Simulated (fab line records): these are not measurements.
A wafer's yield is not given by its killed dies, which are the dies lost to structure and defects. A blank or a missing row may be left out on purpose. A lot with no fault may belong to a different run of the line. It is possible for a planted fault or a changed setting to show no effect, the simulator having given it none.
Which tool did it?	flow n5-finfet	69 wafers from 23 lots sampled at 6 of the route's 1938 steps

## WHAT EACH GAUGE READ, for each wafer
N5_DUMMY_GATE_OVL_MEAS_16. Usual: GATE_OVL -0.6 nm, standard deviation 0.66.
lot	measured	on	GATE_OVL (nm)	flag
L074	day 2 21:47	overlay-01	-1.2 -0.7 -1.2	
L075	day 3 05:16	overlay-02	-0.7 0.0 -0.5	
L076	day 3 10:55	overlay-01	-1.0 -0.9 -1.2	
L077	day 3 21:58	overlay-02	-1.4 -1.5 -0.7	
L078	day 3 21:56	overlay-02	-0.6 -1.4 -1.2	
L079	day 4 05:44	overlay-01	-0.9 0.2 -0.7	
L080	day 4 10:37	overlay-02	-0.4 -0.9 -0.1	
L081	day 4 15:45	overlay-01	0.5 -0.5 -0.4	
L082	day 5 01:20	overlay-01	-1.2 -0.6 -1.1	
L083	day 5 05:53	overlay-02	0.3 -1.7 -0.3	
L084	day 5 10:02	overlay-01	-1.3 -1.1 -0.9	
L085	day 5 18:46	overlay-02	-0.3 0.1 -0.5	
L087	day 6 05:52	overlay-02	-0.8 -1.7 -1.9	
L088	day 6 13:14	overlay-01	-0.1 0.5 -0.5	
L089	day 6 14:38	overlay-01	1.1 -0.3 -1.1	
L090	day 7 01:28	overlay-01	-1.5 -0.8 -1.1	
L091	day 7 03:58	overlay-01	-0.5 0.5 -0.3	
L092	day 7 10:01	overlay-01	-1.7 0.0 -1.0	
L093	day 7 18:00	overlay-02	-0.7 -0.8 -0.1	
L094	day 7 20:50	overlay-02	-0.1 -0.1 0.8	
L095	day 8 03:14	overlay-01	-1.0 -0.2 -1.3	
L096	day 8 08:30	overlay-01	-0.8 -0.9 0.0	
L097	day 8 15:19	overlay-02	-0.1 -0.5 -1.0	

## WHAT TOOL EACH LOT RAN ON (gives the tool, then ch and the chambers of the sampled wafers, and finally the start)
lot	N5_FIN_SAQP_MANDREL2_REMOVE_60	N5_STI_FIN_REVEAL_ALD_14	N5_STI_FIN_REVEAL_ETCHBACK_08	N5_STI_FIN_REVEAL_STRIP_24	N5_STI_FIN_REVEAL_ETCH_34
L074	rie-si-02 ch 2,3, day 2 02:07	ald-sin-01 ch 0,3, day 2 04:17	rie-diel-05 ch 0,1,3, day 2 10:04	rie-diel-05 ch 0,1,3, day 2 10:05	rie-si-04 ch 0,3, day 2 12:24
L075	rie-si-01 ch 0,1, day 2 07:31	ald-sin-02 ch 0,1,3, day 2 10:01	rie-diel-05 ch 0,1,2, day 2 15:41	rie-diel-05 ch 0,1,2, day 2 15:43	rie-si-04 ch 1,2,3, day 2 18:01
L076	rie-si-02 ch 0,2,3, day 2 14:06	ald-sin-01 ch 0,1, day 2 16:52	rie-diel-05 ch 0,1,2, day 2 23:03	rie-diel-05 ch 0,1,2, day 2 23:05	rie-si-01 ch 1,2,3, day 3 01:23
L077	rie-si-02 ch 0,2,3, day 2 20:59	ald-sin-01 ch 1,2, day 3 03:55	rie-diel-02 ch 0,1, day 3 10:19	rie-diel-02 ch 0,1, day 3 10:21	rie-si-04 ch 0,1,2, day 3 12:44
L078	rie-si-02 ch 0,1,3, day 3 01:38	ald-sin-02 ch 0,1,3, day 3 04:25	rie-diel-06 ch 1,2,3, day 3 10:14	rie-diel-06 ch 1,2,3, day 3 10:17	rie-si-02 ch 0,2,3, day 3 12:35
L079	rie-si-04 ch 0,1,2, day 3 08:23	ald-sin-01 ch 1,3, day 3 10:42	rie-diel-02 ch 0,1,2, day 3 16:18	rie-diel-02 ch 0,1,2, day 3 16:20	rie-si-04 ch 0,1, day 3 18:38
L080	rie-si-04 ch 0,1, day 3 14:49	ald-sin-02 ch 2,3, day 3 17:09	rie-diel-02 ch 0,1,3, day 3 22:51	rie-diel-02 ch 0,1,3, day 3 22:53	rie-si-04 ch 0,1,3, day 4 01:11
L081	rie-si-02 ch 0,1, day 3 19:31	ald-sin-03 ch 0,2, day 3 22:31	rie-diel-02 ch 0,1,2, day 4 04:05	rie-diel-02 ch 0,1,2, day 4 04:07	rie-si-04 ch 2,3, day 4 06:26
L082	rie-si-02 ch 0,1,2, day 4 02:09	ald-sin-02 ch 2,3, day 4 06:25	rie-diel-05 ch 0,2, day 4 12:00	rie-diel-05 ch 0,2, day 4 12:02	rie-si-04 ch 0,3, day 4 14:20
L083	rie-si-02 ch 0,2,3, day 4 09:50	ald-sin-01 ch 0,2,3, day 4 11:59	rie-diel-06 ch 0,2,3, day 4 17:33	rie-diel-06 ch 0,2,3, day 4 17:35	rie-si-04 ch 0,1,3, day 4 19:55
L084	rie-si-04 ch 1,2,3, day 4 13:41	ald-sin-02 ch 0,1,2, day 4 16:54	rie-diel-06 ch 0,3, day 4 22:29	rie-diel-06 ch 0,3, day 4 22:31	rie-si-01 ch 1,2,3, day 5 00:49
L085	rie-si-04 ch 1,2,3, day 4 22:33	ald-sin-03 ch 0,1,2, day 5 00:56	rie-diel-05 ch 0,1,2, day 5 06:31	rie-diel-05 ch 0,1,2, day 5 06:33	rie-si-01 ch 1,2, day 5 09:12
L087	rie-si-02 ch 0,1,2, day 5 08:49	ald-sin-02 ch 2,3, day 5 12:24	rie-diel-06 ch 0,3, day 5 18:19	rie-diel-06 ch 0,3, day 5 18:21	rie-si-02 ch 1,2, day 5 20:39
L088	rie-si-02 ch 0,1,3, day 5 15:05	ald-sin-02 ch 0,3, day 5 17:23	rie-diel-06 ch 0,3, day 5 22:58	rie-diel-06 ch 0,3, day 5 23:00	rie-si-01 ch 0,1,3, day 6 01:22
L089	rie-si-01 ch 0,2,3, day 5 19:00	ald-sin-02 ch 1,2, day 5 21:13	rie-diel-06 ch 1,2,3, day 6 02:49	rie-diel-06 ch 1,2,3, day 6 02:52	rie-si-02 ch 1,2,3, day 6 05:11
L090	rie-si-02 ch 0,2,3, day 6 03:37	ald-sin-01 ch 2,3, day 6 06:11	rie-diel-05 ch 0,2,3, day 6 11:46	rie-diel-05 ch 0,2,3, day 6 11:49	rie-si-04 ch 0,3, day 6 14:07
L091	rie-si-02 ch 0,1,3, day 6 08:01	ald-sin-01 ch 0,2,3, day 6 10:20	rie-diel-05 ch 0,1,3, day 6 15:58	rie-diel-05 ch 0,1,3, day 6 15:59	rie-si-02 ch 0,2,3, day 6 18:18
L092	rie-si-02 ch 0,1,3, day 6 14:17	ald-sin-03 ch 1,3, day 6 16:43	rie-diel-02 ch 0,2,3, day 6 22:19	rie-diel-02 ch 0,1, day 6 22:21	rie-si-04 ch 0,3, day 7 00:40
L093	rie-si-04 ch 0,1,2, day 6 20:37	ald-sin-03 ch 0,1,2, day 6 22:53	rie-diel-06 ch 1,3, day 7 04:31	rie-diel-06 ch 1,3, day 7 04:33	rie-si-01 ch 0,2, day 7 06:51
L094	rie-si-01 ch 1,2,3, day 7 01:20	ald-sin-02 ch 0,1, day 7 03:35	rie-diel-02 ch 0,1,3, day 7 09:09	rie-diel-02 ch 0,1,3, day 7 09:11	rie-si-01 ch 0,1,2, day 7 11:30
L095	rie-si-04 ch 1,2, day 7 07:37	ald-sin-02 ch 2,3, day 7 09:49	rie-diel-06 ch 0,2,3, day 7 15:34	rie-diel-06 ch 0,2,3, day 7 15:36	rie-si-01 ch 0,2, day 7 17:54
L096	rie-si-04 ch 1,2, day 7 13:02	ald-sin-03 ch 1,2,3, day 7 15:10	rie-diel-06 ch 0,1,2, day 7 20:57	rie-diel-06 ch 0,1,2, day 7 20:59	rie-si-02 ch 0,1,2, day 7 23:17
L097	rie-si-01 ch 0,1,2, day 7 19:24	ald-sin-01 ch 0,1, day 7 21:50	rie-diel-05 ch 0,2, day 8 03:46	rie-diel-05 ch 0,2, day 8 03:47	rie-si-04 ch 0,1, day 8 06:06
- N5_FIN_SAQP_MANDREL2_REMOVE_60: chemistry HBr/Cl2/O2, target a-Si, stops on SiNx, bt time 10 s.
- N5_STI_FIN_REVEAL_ALD_14: deposits Si3N4, target thk 3 nm.
- N5_STI_FIN_REVEAL_ETCHBACK_08: etches SiO2 in C4F6/O2, target depth 30.5 nm, time 10.167 s.
- N5_STI_FIN_REVEAL_STRIP_24: strips in N2/H2, time 90 s.
- N5_STI_FIN_REVEAL_ETCH_34: etches Si in H2, material Si, target depth 0.97 nm.

## AS READ BY THE TOOLS THEMSELVES (means over the sampled wafers that have a number; for cases with no such wafer, the mark the record gives instead)
N5_FIN_SAQP_MANDREL2_REMOVE_60. Usual: drypump-motor-current-A 5.6 A, standard deviation 0.39; oes-product-au 1.002 a.u., standard deviation 0.022; rf-fwd-power-W 597.3 W, standard deviation 2; throttle-valve-pct 36.58 %, standard deviation 0.28.
lot	tool	drypump-motor-current-A (A)	oes-product-au (a.u.)	rf-fwd-power-W (W)	throttle-valve-pct (%)	flag
L074	rie-si-02	5.5	0.981	596.3	36.81	
L075	rie-si-01	5.3	1.009	596.3	36.67	
L076	rie-si-02	5.7	0.988	597.1	36.56	
L077	rie-si-02	5.7	0.977	597.0	36.56	
L078	rie-si-02	5.8	1.002	597.4	36.40	
L079	rie-si-04	5.5	1.003	597.3	36.61	
L080	rie-si-04	5.4	0.997	596.8	36.46	
L081	rie-si-02	6.0	1.004	598.3	36.26	
L082	rie-si-02	5.8	1.005	596.7	36.52	
L083	rie-si-02	5.7	0.992	597.8	36.55	
L084	rie-si-04	5.2	1.021	596.8	36.61	
L085	rie-si-04	5.2	1.016	598.8	36.61	
L087	rie-si-02	5.8	0.994	597.0	36.51	
L088	rie-si-02	5.8	0.994	597.1	36.40	
L089	rie-si-01	6.1	1.008	595.2	36.79	
L090	rie-si-02	5.7	0.974	599.0	36.55	
L091	rie-si-02	5.8	1.003	599.5	36.39	
L092	rie-si-02	5.8	1.001	598.7	36.39	
L093	rie-si-04	5.5	0.990	597.0	36.61	
L094	rie-si-01	5.7	1.003	597.1	36.67	
L095	rie-si-04	5.3	1.001	597.7	36.47	
L096	rie-si-04	5.3	1.011	600.2	36.46	
L097	rie-si-01	5.6	1.004	595.3	36.88	

N5_STI_FIN_REVEAL_ALD_14. Usual: heater-power-outer-w 544 W, standard deviation 54; heater-power-w 863 W, standard deviation 70; susceptor-temp-C 400.01 C, standard deviation 0.23.
lot	tool	heater-power-outer-w (W)	heater-power-w (W)	susceptor-temp-C (C)	flag
L074	ald-sin-01	504	847	399.87	
L075	ald-sin-02	574	886	399.78	
L076	ald-sin-01	513	804	400.12	
L077	ald-sin-01	513	803	400.03	
L078	ald-sin-02	570	887	400.16	
L079	ald-sin-01	495	818	400.03	
L080	ald-sin-02	613	946	400.25	
L081	ald-sin-03	469	784	399.73	
L082	ald-sin-02	609	954	400.06	
L083	ald-sin-01	513	840	399.94	
L084	ald-sin-02	563	895	400.00	
L085	ald-sin-03	494	797	399.93	
L087	ald-sin-02	627	940	400.17	
L088	ald-sin-02	540	821	399.93	
L089	ald-sin-02	600	955	400.08	
L090	ald-sin-01	527	860	400.07	
L091	ald-sin-01	519	855	399.97	
L092	ald-sin-03	544	856	399.75	
L093	ald-sin-03	495	803	399.86	
L094	ald-sin-02	534	847	399.85	
L095	ald-sin-02	623	946	400.28	
L096	ald-sin-03	522	837	400.10	
L097	ald-sin-01	510	812	400.36	

N5_STI_FIN_REVEAL_ETCHBACK_08. Usual: drypump-motor-current-A 5.7 A, standard deviation 0.43; oes-product-au 0.78 a.u., standard deviation 0.093; rf-fwd-power-W 341.1 W, standard deviation 1.8; rf-vpp-V 662 V, standard deviation 12; showerhead-plenum-p-Torr 2.86 Torr, standard deviation 0.058; throttle-valve-pct 21.16 %, standard deviation 0.15.
lot	tool	drypump-motor-current-A (A)	oes-product-au (a.u.)	rf-fwd-power-W (W)	rf-vpp-V (V)	showerhead-plenum-p-Torr (Torr)	throttle-valve-pct (%)	flag
L074	rie-diel-05	5.6	0.74	340.2	660	2.86	21.24	
L075	rie-diel-05	5.7	0.74	342.0	666	2.84	21.21	
L076	rie-diel-05	5.7	0.75	341.0	666	2.84	21.23	
L077	rie-diel-02	5.1	0.72	341.3	658	2.87	21.30	
L078	rie-diel-06	6.0	0.82	341.3	666	2.86	21.07	
L079	rie-diel-02	5.3	0.79	342.9	655	2.89	21.21	
L080	rie-diel-02	5.5	0.70	341.5	657	2.81	21.30	
L081	rie-diel-02	5.3	0.78	342.2	654	2.89	21.21	
L082	rie-diel-05	6.0	0.73	341.3	669	2.85	21.25	
L083	rie-diel-06	6.0	0.81	340.5	670	2.85	21.12	
L084	rie-diel-06	5.8	0.89	340.2	665	2.87	21.07	
L085	rie-diel-05	5.7	0.73	341.2	665	2.83	21.25	
L087	rie-diel-06	5.8	0.81	342.4	656	2.85	21.11	
L088	rie-diel-06	5.8	0.87	340.9	665	2.87	21.08	
L089	rie-diel-06	5.9	0.78	342.0	665	2.86	21.09	
L090	rie-diel-05	5.7	0.79	341.2	662	2.86	21.15	
L091	rie-diel-05	5.6	0.80	338.7	659	2.85	21.17	
L092	rie-diel-02	5.8	0.85	341.7	657	2.94	21.12	
L093	rie-diel-06	5.8	0.82	341.0	657	2.88	21.01	
L094	rie-diel-02	5.5	0.79	342.2	660	2.91	21.20	
L095	rie-diel-06	6.0	0.78	340.2	670	2.84	21.14	
L096	rie-diel-06	5.9	0.82	340.2	674	2.87	21.07	
L097	rie-diel-05	6.0	0.71	340.3	669	2.83	21.30	

N5_STI_FIN_REVEAL_STRIP_24. Usual: drypump-motor-current-A 5.7 A, standard deviation 0.43; oes-product-au 0.78 a.u., standard deviation 0.093; rf-vpp-V 45.3 V, standard deviation 0.82; showerhead-plenum-p-Torr 3.39 Torr, standard deviation 0.074; throttle-valve-pct 12.23 %, standard deviation 0.18.
lot	tool	drypump-motor-current-A (A)	oes-product-au (a.u.)	rf-vpp-V (V)	showerhead-plenum-p-Torr (Torr)	throttle-valve-pct (%)	flag
L074	rie-diel-05	5.7	0.74	45.0	3.41	12.40	
L075	rie-diel-05	5.7	0.76	45.0	3.38	12.27	
L076	rie-diel-05	5.7	0.75	45.6	3.38	12.28	
L077	rie-diel-02	5.1	0.72	45.2	3.39	12.33	
L078	rie-diel-06	6.0	0.81	44.5	3.40	12.11	
L079	rie-diel-02	5.3	0.80	45.1	3.42	12.23	
L080	rie-diel-02	5.5	0.71	45.2	3.33	12.37	
L081	rie-diel-02	5.3	0.80	45.1	3.42	12.25	
L082	rie-diel-05	6.0	0.73	44.8	3.37	12.29	
L083	rie-diel-06	6.0	0.82	45.6	3.38	12.15	
L084	rie-diel-06	5.8	0.89	45.8	3.41	12.05	
L085	rie-diel-05	5.7	0.74	45.2	3.37	12.32	
L087	rie-diel-06	5.8	0.81	45.3	3.38	12.13	
L088	rie-diel-06	5.8	0.87	45.8	3.40	12.07	
L089	rie-diel-06	6.0	0.79	45.5	3.39	12.16	
L090	rie-diel-05	5.7	0.78	45.1	3.39	12.23	
L091	rie-diel-05	5.7	0.80	45.0	3.40	12.25	
L092	rie-diel-02	5.1	0.71	45.4	3.37	12.40	
L093	rie-diel-06	5.8	0.82	44.7	3.43	12.06	
L094	rie-diel-02	5.5	0.80	45.5	3.45	12.21	
L095	rie-diel-06	6.0	0.79	46.4	3.37	12.22	
L096	rie-diel-06	6.0	0.83	46.0	3.41	12.13	
L097	rie-diel-05	6.0	0.71	45.4	3.36	12.35	

N5_STI_FIN_REVEAL_ETCH_34. Usual: drypump-motor-current-A 5.6 A, standard deviation 0.45; oes-product-au 1.004 a.u., standard deviation 0.019; rf-fwd-power-W 296.8 W, standard deviation 1.1; throttle-valve-pct 25.7 %, standard deviation 0.37.
lot	tool	drypump-motor-current-A (A)	oes-product-au (a.u.)	rf-fwd-power-W (W)	throttle-valve-pct (%)	flag
L074	rie-si-04	5.5	0.998	296.3	25.8	
L075	rie-si-04	5.2	1.008	296.8	25.8	
L076	rie-si-01	5.7	1.008	295.8	25.5	
L077	rie-si-04	5.5	0.998	297.3	25.6	
L078	rie-si-02	5.7	0.988	297.1	25.7	
L079	rie-si-04	5.6	0.992	295.6	25.5	
L080	rie-si-04	5.3	1.006	297.3	25.7	
L081	rie-si-04	5.1	1.034	297.3	26.2	
L082	rie-si-04	5.3	1.005	295.9	26.1	
L083	rie-si-04	5.4	1.002	296.6	25.7	
L084	rie-si-01	5.6	1.002	296.2	25.5	
L085	rie-si-01	5.2	1.003	296.6	25.6	
L087	rie-si-02	5.6	0.994	297.5	26.0	
L088	rie-si-01	5.9	1.012	295.9	25.5	
L089	rie-si-02	5.5	0.995	296.7	25.8	
L090	rie-si-04	5.6	0.991	296.3	25.8	
L091	rie-si-02	5.7	0.986	296.6	25.7	
L092	rie-si-04	5.3	1.011	296.7	26.1	
L093	rie-si-01	5.8	1.002	295.7	26.0	
L094	rie-si-01	5.6	1.002	295.5	25.8	
L095	rie-si-01	6.0	1.000	296.7	26.0	
L096	rie-si-02	5.8	0.993	297.7	25.8	
L097	rie-si-04	5.6	0.986	296.9	25.5	

## THE ANSWER, worked out from the rows above alone
Rule: a lot is off if the mean of its wafers that have a number lies more than 3 standard deviations from the usual mean. A lot without any number at a reading at which 4 lots or more have one is off too. All remaining lots with rows at the step are treated as sound. First the gauges in route order, then the tools' own readings, where a lot's mean is used as printed above. At the first step where some lot is off, the reading lying furthest off is the one used; lots without a number count as furthest.
No lot is off at any reading shown: from this, nothing can be told.

## WHAT WAS PUT IN BY THE SIMULATOR
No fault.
